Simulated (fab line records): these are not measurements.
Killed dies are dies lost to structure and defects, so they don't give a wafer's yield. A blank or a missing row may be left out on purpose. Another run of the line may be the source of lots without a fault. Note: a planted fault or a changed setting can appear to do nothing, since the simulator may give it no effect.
fab line records	flow n5Finfet
[record] lots = 9	wafers = 27	lastDay = 17
route steps=1938 shown SD_EPI_N@287 SD_EPI_P@312 ILD0@338 BEOL_M4@1111
lots that met no fault: from a run of the same line without faults
startH: start of the lot's first displayed wafer, in hours after the record's first day	waitH: time in hours since the lot's previous step	" identical to the entry in the row above	L1.1+2: a row that stands for several wafers	- no value, or no start was given	* or withheld: withheld	< > ~ a bound
route shown NAME@n: names a module that has steps shown in the file, with the first one's number in the route	usual: mean/standard deviation of fault-free wafers	same: alike in all rows	chamber/n: place in a boat	sites: per-site readings	_std_site: the standard deviation of these	_edge_site: mean of outer sites minus mean of inner sites	radiusMm: how far each site lies from the wafer's centre	mask NAME#n: copy n	behind: the tool/chamber that last shaped the wafer	hold: cause of the lot's hold/its duration in hours/its outcome	device: names the non-switching transistor (n, p or np)	end of line: the tests these same wafers got at the end of their route	for a step that has no rows: nothing shown but its recipe	killed: not the wafer's yield, but the dies lost to structure and defects at the first sort	map: shows each die of a wafer: x if killed, . if not, _ if none is there
set.NAME: the setting the step ran with; set.NAME@STEP: the setting that earlier step ran with	model.NAME: the simulator's own value behind a step, which no gauge read
route steps across a sampled set of lots; one table per step, one row per wafer
services: when a tool's chamber went out of use (startH, in hours from the record's first day, below 0 if earlier), for how many hours, and the reason
[[steps]]
[step N5_SD_EPI_N_VAPOR_ETCH_50]
[recipe] chemistry = HCl	target = Si	tempC = 775	timeS = 54	pressureTorr = 20	mode = isotropic
[usual] throttleValvePct = 11.82/0.3
lot.wafer	tool	chamber	startH	waitH	throttleValvePct
L493.2	epiRpcvd-02	0	67.78	0.3	11.77
L493.3	"	0	"	"	12.13
L493.4	"	0	"	"	12.11
L494.1	epiRpcvd-03	0	74.24	0.4	11.79
L494.3	"	0	"	"	11.89
L494.5	"	0	"	"	11.74
L500.1	epiRpcvd-04	0	116.40	0.4	11.58
L500.2	"	0	"	"	11.67
L500.3	"	0	"	"	11.69
L501.2	epiRpcvd-03	0	117.29	0.3	12.10
L501.3	"	0	"	"	12.14
L501.6	"	0	"	"	11.91
L505.1	epiRpcvd-04	0	141.78	0.3	11.41
L505.3	"	0	"	"	11.43
L505.4	"	0	"	"	11.29
L506.2	epiRpcvd-03	0	145.82	0.3	11.94
L506.5	"	0	"	"	11.88
L506.6	"	0	"	"	11.98
L507.1	epiRpcvd-02	0	156.92	0.3	12.44
L507.4	"	0	"	"	11.84
L507.5	"	0	"	"	11.96
L510.2	epiRpcvd-04	0	175.13	0.3	11.72
L510.3	"	0	"	"	11.33
L510.6	"	0	"	"	11.30
L511.1	epiRpcvd-03	0	175.82	0.4	11.93
L511.2	"	0	"	"	11.87
L511.3	"	0	"	"	12.15
[step N5_SD_EPI_P_ETCH_16]
[recipe] chemistry = CHF3/O2	target = SiO2	targetDepthA = 50	maskMaterial = SOC	pressureMtorr = 30	sourceW = 650	biasW = 170	Ar_flow_sccm = 200	CHF3_flow_sccm = 50	O2_flow_sccm = 5	ionEnergyEv = 200
[usual] CHF3_flow_sccm = 50.01/0.15	drypumpMotorCurrentA = 5.84/0.22	mfcArSccm = 200.1/0.61	oes_ar_750_au = 0.76/0.065	oesProductAu = 0.76/0.066	rfVppV = 520/9.3	showerheadPlenumPTorr = 2.39/0.08	throttleValvePct = 19.04/0.16
lot.wafer	tool	chamber	startH	waitH	CHF3_flow_sccm	drypumpMotorCurrentA	mfcArSccm	oes_ar_750_au	oesProductAu	rfHoursCounterH	rfVppV	showerheadPlenumPTorr	throttleValvePct
L493.2	rieDiel-04	3	71.18	0.1	50.05	6.21	200.1	0.77	0.77	142	521	2.42	19.15
L493.3	"	0	"	"	50.03	5.51	201.1	0.76	0.75	154	519	2.32	18.96
L493.4	"	1	"	"	49.84	5.98	199.3	0.88	0.89	45	516	2.36	18.59
L494.1	rieDiel-05	0	78.41	0.1	49.71	5.81	199.6	0.72	0.70	197	518	2.39	19.27
L494.3	"	1	"	"	50.03	5.68	201.0	0.71	0.71	212	512	2.40	18.93
L494.5	"	3	"	"	50.10	5.99	199.2	0.77	0.77	-	520	2.34	19.12
L500.1	rieDiel-04	0	121.47	0.1	49.93	5.52	199.6	0.74	0.74	171	519	2.32	19.00
L500.2	"	2	"	"	50.16	5.62	201.1	0.70	0.70	237	518	2.30	19.03
L500.3	"	3	"	"	49.96	6.20	198.8	0.75	0.76	159	521	2.41	19.18
L501.2	rieDiel-05	2	121.54	0.1	49.77	5.82	199.2	0.90	0.90	40	506	2.57	19.05
L501.3	"	3	"	"	50.00	6.00	199.8	0.76	0.77	133	519	2.34	19.12
L501.6	"	3	"	"	50.03	5.99	200.1	0.76	0.76	-	518	2.34	19.14
L505.1	rieDiel-05	1	145.65	0.1	49.99	5.68	201.0	0.70	0.69	230	512	2.39	18.95
L505.3	"	3	"	"	49.82	6.01	200.2	0.75	0.76	140	519	2.33	19.15
L505.4	"	2	"	"	50.00	5.81	199.7	0.89	0.88	47	506	2.57	19.05
L506.2	rieDiel-03	2	150.46	0.1	50.06	5.72	200.8	0.76	0.76	142	539	2.50	18.93
L506.5	"	0	"	"	50.01	6.30	200.7	0.74	0.74	-	537	2.40	19.14
L506.6	"	1	"	"	49.97	5.58	200.6	0.76	0.77	-	517	2.32	19.02
L507.1	rieDiel-04	1	160.35	0.1	50.08	6.02	199.9	0.84	0.85	72	516	2.35	18.62
L507.4	"	0	"	"	49.90	5.53	199.6	0.74	0.73	181	518	2.31	19.00
L507.5	"	1	"	"	49.93	6.01	200.1	0.85	0.86	-	516	2.35	18.63
L510.2	rieDiel-03	1	178.75	0.1	50.05	5.58	200.9	0.75	0.75	172	517	2.32	19.03
L510.3	"	0	"	"	49.88	6.27	200.5	0.72	0.73	177	537	2.40	19.15
L510.6	"	2	"	"	50.16	5.71	200.2	0.76	0.76	-	538	2.49	18.97
L511.1	rieDiel-03	0	179.99	0.1	49.89	6.29	200.2	0.72	0.73	177	538	2.40	19.16
L511.2	"	2	"	"	50.11	5.71	200.1	0.75	0.75	152	538	2.49	18.97
L511.3	"	1	"	"	49.87	5.61	200.5	0.75	0.75	172	517	2.32	19.04
[step N5_SD_EPI_P_HM_STRIP_48]
[recipe] chemistry = H3PO4	tempC = 160	material = SiNx	target = SiNx	targetDepthA = 30	overetchFraction = 0.3
[usual] bathGuardTempC = 160.0/0.54	bathHeatDutyPct = 27.5/2.5
lot.wafer	tool	chamber	startH	waitH	bathGuardTempC	bathHeatDutyPct
L493.2	wetBench-02	4	74.15	0.0	160.2	27.0
L493.3	"	5	"	"	159.8	30.3
L493.4	"	0	"	"	160.3	29.6
L494.1	wetBench-04	0	81.38	0.0	160.7	29.7
L494.3	"	5	"	"	159.4	30.7
L494.5	"	7	"	"	160.9	28.4
L500.1	wetBench-02	0	124.44	0.0	160.2	33.0
L500.2	"	4	"	"	160.2	29.0
L500.3	"	3	"	"	160.5	22.8
L501.2	wetBench-02	1	125.35	0.0	160.8	27.1
L501.3	"	5	"	"	159.6	31.2
L501.6	"	2	"	"	159.6	30.9
L505.1	wetBench-02	5	149.45	0.0	-	-
L505.3	"	2	"	"	-	-
L505.4	"	0	"	"	-	-
L506.2	wetBench-02	2	153.46	0.0	-	-
L506.5	"	4	"	"	-	-
L506.6	"	5	"	"	-	-
L507.1	wetBench-04	2	163.31	0.0	159.4	27.6
L507.4	"	1	"	"	159.8	26.4
L507.5	"	5	"	"	159.6	31.1
L510.2	wetBench-04	2	182.56	0.0	159.5	28.6
L510.3	"	3	"	"	159.9	27.9
L510.6	"	4	"	"	159.8	28.2
L511.1	wetBench-04	0	182.96	0.0	160.7	28.6
L511.2	"	1	"	"	159.3	27.9
L511.3	"	3	"	"	160.6	25.4
[step N5_ILD0_CMP_03]
[recipe] stopOn = SiNx	tOverpolishS = 1.9	postCmpClean = alkalineBrush	downForcePsi = 4.1491	platenRpm = 51.796	padVelocityMS = 1.0306	targetThkNm = 197.38
[usual] edgeZonePressureFrac = 1.000/0.0052	motorCurrentA = 12.9/1.3	overpolishRunS = 1.901/0.0098	timeToEndpointS = 72/4.6
lot.wafer	tool	chamber	startH	waitH	edgeZonePressureFrac	motorCurrentA	overpolishRunS	timeToEndpointS
L493.4	cmp-02	2	77.46	0.0	1.000	15.0	1.898	79
L493.3	"	0	"	"	0.999	13.6	1.910	72
L493.2	"	1	"	"	1.005	13.9	1.900	74
L494.1	cmp-03	3	85.15	0.1	0.999	12.9	1.883	70
L494.3	"	0	"	"	0.995	13.7	1.896	75
L494.5	"	3	"	"	0.997	13.2	1.915	71
L500.2	cmp-04	2	127.89	0.2	0.998	13.3	1.906	64
L500.1	"	3	"	"	1.008	11.2	1.913	68
L500.3	"	1	"	"	1.001	12.0	1.913	70
L501.3	cmp-02	0	128.64	0.0	1.007	13.9	1.899	64
L501.2	"	1	"	"	0.994	14.0	1.897	73
L501.6	"	1	"	"	1.001	13.3	1.900	69
L505.4	cmp-03	0	152.83	0.0	1.000	12.7	1.885	74
L505.3	"	1	"	"	1.001	12.2	1.883	70
L505.1	"	3	"	"	1.001	12.3	1.913	72
L506.2	cmp-02	3	156.87	0.0	0.999	11.1	1.905	68
L506.5	"	3	"	"	0.995	11.0	1.907	67
L506.6	"	0	"	"	1.006	13.3	1.899	66
L507.4	cmp-04	3	166.76	0.2	0.998	11.3	1.893	72
L507.1	"	1	"	"	0.995	12.4	1.911	71
L507.5	"	3	"	"	0.998	11.0	1.900	71
L510.3	cmp-02	1	185.91	0.0	1.009	12.7	1.924	72
L510.2	"	3	"	"	1.002	12.5	1.894	69
L510.6	"	1	"	"	1.004	13.5	1.884	72
L511.2	cmp-04	1	186.45	0.2	1.004	11.9	1.909	72
L511.1	"	2	"	"	1.005	12.7	1.907	64
L511.3	"	3	"	"	0.994	11.3	1.896	70
[step N5_BEOL_M4_RC_MEAS_101]
[usual] DIBL_N = 36.8/1.5	DIBL_P = 37.1/2.1	IOFF_N = 0.168/0.03	IOFF_P = 0.22/0.034	ION_N = 679/12	ION_P = 466/8	SS_N = 71.7/0.58	SS_P = 73.5/0.67	VT_N = 248.8/2.7	VT_P = -250/3.3
lot.wafer	tool	chamber	startH	waitH	DIBL_N[mV/V]	DIBL_P[mV/V]	IOFF_N[nA/um]	IOFF_P[nA/um]	ION_N[uA/um]	ION_P[uA/um]	SS_N[mV/dec]	SS_P[mV/dec]	VT_N[mV]	VT_P[mV]
L494.1	prober-02	0	179.56	0.0	36.4	37.5	0.165	0.22	677	468	71.8	72.7	247.4	-253
L494.3	"	0	"	"	38.7	40.5	0.200	0.27	687	468	72.6	74.0	246.2	-247
L494.5	"	0	"	"	36.0	37.8	0.152	0.23	679	468	71.0	72.7	251.6	-246
L493.2	prober-02	0	181.93	0.2	36.8	36.8	0.162	0.26	690	482	71.3	73.5	248.8	-246
L493.3	"	0	"	"	37.9	38.8	0.184	0.29	689	479	71.8	74.2	249.6	-242
L493.4	"	0	"	"	37.9	37.6	0.190	0.26	704	486	71.9	73.5	246.3	-246
L500.1	prober-02	0	216.12	0.0	40.3	41.8	0.264	0.28	698	468	72.5	74.9	243.8	-250
L500.2	"	0	"	"	36.5	36.5	0.150	0.18	660	452	70.7	74.0	251.1	-253
L500.3	"	0	"	"	38.9	41.4	0.217	0.27	677	467	72.4	74.1	244.8	-249
L501.2	prober-01	0	237.39	0.2	35.2	34.7	0.149	0.19	680	466	71.2	73.7	248.8	-253
L501.3	"	0	"	"	34.9	33.7	0.131	0.18	663	459	71.7	73.0	252.6	-254
L501.6	"	0	"	"	33.5	31.6	0.115	0.15	658	449	71.1	72.5	254.1	-255
L505.1	prober-02	0	248.52	0.0	36.5	37.7	0.184	0.21	686	463	71.9	73.9	245.7	-253
L505.3	"	0	"	"	35.7	37.1	0.152	0.19	682	471	71.7	72.8	249.9	-254
L505.4	"	0	"	"	38.2	39.7	0.230	0.24	697	476	73.2	74.2	242.6	-250
L506.2	prober-01	0	262.98	0.2	37.2	37.4	0.178	0.23	690	467	71.8	72.4	245.2	-249
L506.5	"	0	"	"	38.1	38.0	0.182	0.25	690	471	71.6	73.9	247.5	-247
L506.6	"	0	"	"	35.6	35.5	0.146	0.21	683	469	70.7	72.7	251.3	-249
L507.1	prober-01	0	269.38	0.0	35.7	36.8	0.139	0.22	681	472	71.1	73.4	252.4	-251
L507.4	"	0	"	"	33.8	33.9	0.118	0.17	674	468	70.9	72.4	253.6	-252
L507.5	"	0	"	"	37.9	39.5	0.169	0.27	676	471	71.7	73.9	244.6	-246
L511.1	prober-02	0	288.14	0.0	39.5	39.8	0.233	0.28	712	478	71.8	74.5	244.4	-247
L511.2	"	0	"	"	36.3	36.0	0.149	0.21	687	472	71.4	73.2	250.9	-249
L511.3	"	0	"	"	37.7	37.7	0.182	0.23	695	476	72.2	73.2	248.9	-250
L510.2	prober-02	0	294.62	0.2	38.9	37.8	0.177	0.19	678	460	72.3	73.9	247.2	-256
L510.3	"	0	"	"	36.8	35.5	0.135	0.17	675	459	70.8	73.3	254.0	-256
L510.6	"	0	"	"	38.6	36.7	0.174	0.18	683	462	72.4	73.7	249.3	-257
[[services]]
tool	chamber	startH	hours	kind
epiRpcvd-02	-	47.98	2.2	repair
cmp-03	-	53.04	2.5	repair
cmp-02	-	56.46	4.9	pm
cmp-04	-	57.14	1.3	repair
cmp-04	-	58.80	6.5	pm
cmp-02	-	61.37	7.6	pm
epiRpcvd-04	-	65.69	27.2	pm
cmp-03	-	69.28	5.2	pm
cmp-04	-	79.04	5.5	pm
rieDiel-05	-	97.29	2.8	pm
epiRpcvd-04	-	104.47	0.5	pm
cmp-04	-	111.90	1.4	repair
cmp-02	-	123.18	4.0	pm
cmp-03	-	127.15	1.9	repair
cmp-02	-	127.18	-	consumableReplace:conditioner
cmp-02	-	127.18	-	consumableReplace:pad
rieDiel-05	2	156.09	5.9	repair
rieDiel-03	-	158.81	0.4	repair
rieDiel-04	2	166.33	-	clean
rieDiel-04	2	166.33	-	consumableReplace:esc
rieDiel-04	2	166.33	-	consumableReplace:focusRing
rieDiel-04	2	166.33	-	consumableReplace:showerhead
rieDiel-04	2	166.33	17.8	scheduledDown
rieDiel-04	2	166.33	17.8	ventCycle
[[key]]
[firstSign] step = N5_SD_EPI_P_HM_STRIP_48	reading = toolRecord	direction = missing
effect none on later readings
metAt N5_SD_EPI_P_HM_STRIP_48
struckLots L505,L506
notActingAt N5_SD_EPI_N_VAPOR_ETCH_50,N5_SD_EPI_P_ETCH_16,N5_ILD0_CMP_03
onsetBetween 125.35 149.45
[fault] kind = skippedStepWhole	tool = wetBench-02	chamber = -	onsetH = 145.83	steps = N5_SD_EPI_P_HM_STRIP_48	scope = struckLotsOnly
